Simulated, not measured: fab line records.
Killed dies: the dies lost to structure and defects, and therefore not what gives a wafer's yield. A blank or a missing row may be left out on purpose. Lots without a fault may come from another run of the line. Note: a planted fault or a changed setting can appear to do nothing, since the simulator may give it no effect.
Matching of chambers	flow nandHarc	NHARC_P_M0_DEP_32 on pecvd-02 has 3 sister chambers
The step deposits SiCN, target thk 30 nm. 6 wafers are shown with their chamber, then 7 later ones without.

## EACH WAFER AND ITS CHAMBER
wafer	chamber	heaterPowerW (W)	rfFwdPowerW (W)
L717.4	0	654	449.0
L724.1	0	706	448.7
L730.5	2	570	448.0
L730.6	1	523	448.4
L732.4	2	558	448.1
L732.5	1	545	451.0

## WAFERS MISSING THEIR CHAMBER
wafer	heaterPowerW (W)	rfFwdPowerW (W)
L732.6	665	446.5
L735.2	607	450.2
L735.3	556	447.7
L735.5	559	447.3
L736.1	496	448.6
L736.4	566	449.6
L736.6	489	448.9

## THE CHAMBER EACH PASSED THROUGH
wafer	from the rows above	in truth
L732.6	0	0
L735.2	can't be placed: 2 or 1 or 0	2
L735.3	can't be placed: 2 or 1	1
L735.5	can't be placed: 2 or 1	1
L736.1	can't be placed: 1 or 2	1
L736.4	can't be placed: 1 or 2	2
L736.6	can't be placed: 1 or 2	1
Correctly placed: 1 of 7. Cannot be placed on the basis of these rows: 6; the candidates contain the true chamber in 6. Placed wrongly: 0.
How it was worked out, from the rows above alone: a wafer's distance from a chamber is the root of the sum, over the readings, of the square of ((its reading less the chamber's mean) divided by the reading's scatter). The wafer belongs to the nearest chamber; if the next one is less than 2 further off, it can't be placed. The mean given for a chamber averages the wafers shown for that chamber. How the scatter is found: for the shown wafers, subtract from each reading the mean of its chamber, square and add these, divide the total by (wafers less chambers), then take the root.
